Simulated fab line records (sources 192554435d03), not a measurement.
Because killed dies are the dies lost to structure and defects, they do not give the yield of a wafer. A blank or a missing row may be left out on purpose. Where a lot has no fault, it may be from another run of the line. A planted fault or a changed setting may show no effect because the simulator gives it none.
Matching of chambers	flow n5 finfet	N5_FIN_SAQP_ALD_61 on ald sin-03 has 4 sister chambers
The step deposits SiO2, target thk 4 nm, pulse time 1 s, purge time 2 s. 22 wafers are shown with their chamber, then 11 later ones without.

EACH WAFER AND ITS CHAMBER
wafer	chamber	heater power w (W)	precursor pulse height rel	chamber pressure Torr (Torr)
L078.3	0	490	1.036	2.003
L078.4	2	500	0.996	2.005
L078.6	2	496	0.995	2.004
L080.1	3	517	1.005	1.999
L080.2	2	486	1.000	1.998
L080.3	1	400	0.989	1.998
L081.2	1	403	1.003	1.999
L081.4	0	485	1.023	2.003
L081.6	2	496	0.972	1.999
L082.2	0	484	1.004	1.998
L082.3	3	527	0.998	2.003
L082.6	2	507	1.001	2.004
L085.4	2	502	0.965	2.002
L085.5	0	493	1.022	2.004
L085.6	1	400	0.967	1.998
L086.2	2	486	0.969	2.000
L086.4	3	531	1.007	2.004
L086.6	0	492	1.015	2.009
L090.2	1	417	0.967	2.003
L090.3	3	520	1.003	2.001
L090.5	1	412	0.999	1.998
L091.3	0	509	1.013	2.001

SIGNATURES, as means of the wafers listed above
reading	chamber 0	chamber 1	chamber 2	chamber 3	scatter within a chamber
heater power w	492.17	406.40	496.14	523.75	7.96
precursor pulse height rel	1.01883	0.98500	0.98543	1.00325	0.0136
chamber pressure Torr	2.00300	1.99920	2.00171	2.00175	0.00284
Rule: for each reading, subtract the chamber's mean from the wafer's reading, divide by that reading's scatter and square the result; add these up over the readings and take the root, which gives the wafer's distance from the chamber. The wafer belongs to the nearest chamber; if the next one is less than 2 further off, it can't be placed. The scatter is the square root of a quotient: the sum, over the shown wafers, of each reading's squared deviation from its chamber's mean, divided by wafers minus chambers.

WAFERS WITHOUT THEIR CHAMBER
wafer	heater power w (W)	precursor pulse height rel	chamber pressure Torr (Torr)
L091.4	409	0.993	1.995
L091.6	411	1.003	1.994
L093.1	490	1.005	2.000
L093.4	414	1.023	2.003
L093.6	420	0.996	1.999
L094.1	509	1.007	2.000
L094.2	529	1.011	2.007
L094.3	482	1.007	2.005
L096.2	490	0.959	1.996
L096.3	408	1.000	2.007
L096.5	415	0.976	2.005

THE CHAMBER EACH PASSED THROUGH
wafer	from the rows above	in truth
L091.4	1	1
L091.6	1	1
L093.1	can't be placed: 0 or 2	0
L093.4	1	1
L093.6	1	1
L094.1	can't be placed: 3 or 2 or 0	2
L094.2	3	3
L094.3	can't be placed: 0 or 2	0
L096.2	2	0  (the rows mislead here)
L096.3	1	1
L096.5	1	1
7 of 11 placed correctly. Unplaceable from these rows: 3, with the true chamber sitting among the candidates in 3. 1 placed wrongly.
